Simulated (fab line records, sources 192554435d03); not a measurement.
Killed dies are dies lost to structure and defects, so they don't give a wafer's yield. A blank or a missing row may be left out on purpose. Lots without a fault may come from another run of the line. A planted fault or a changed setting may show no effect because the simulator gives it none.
Chamber matching | flow n5_finfet | N5_BEOL_M2_ALD_84 on ald_metal-02: 4 sister chambers
The step deposits TaN, pulse time 2 s, purge time 3 s, co reactant purge time 2 s. 8 wafers are shown with their chamber, then 8 later ones without.

WAFERS WITH THEIR CHAMBER
wafer  | chamber | heater_power_w (W)
L085.6 | 2       | 511
L088.2 | 0       | 429
L088.3 | 1       | 383
L088.5 | 1       | 374
L087.1 | 3       | 367
L087.2 | 0       | 413
L087.3 | 2       | 508
L093.2 | 3       | 377

WAFERS WITHOUT THEIR CHAMBER
wafer  | heater_power_w (W)
L093.3 | 422
L093.6 | 366
L096.1 | 524
L096.4 | 381
L096.5 | 386
L086.3 | 380
L086.4 | 383
L086.5 | 426

WHICH CHAMBER EACH WENT THROUGH
wafer  | from the rows above     | in truth
L093.3 | 0                       | 0
L093.6 | can't be placed: 3 or 1 | 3
L096.1 | 2                       | 2
L096.4 | can't be placed: 1 or 3 | 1
L096.5 | can't be placed: 1 or 3 | 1
L086.3 | can't be placed: 1 or 3 | 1
L086.4 | can't be placed: 1 or 3 | 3
L086.5 | 0                       | 0
Placed correctly: 3 of 8. Can't be placed from these rows: 5 (the true chamber is among the candidates in 5). Placed wrongly: 0.
How it was worked out, from the rows above alone: a wafer's distance from a chamber is the root of the sum, over the readings, of the square of ((its reading less the chamber's mean) divided by the reading's scatter). The wafer belongs to the nearest chamber; if the next one is less than 2 further off, it can't be placed. A chamber's mean is the mean of its shown wafers. The scatter: the root of (the sum of the squares of (reading less its chamber's mean) over the shown wafers, divided by (wafers less chambers)).
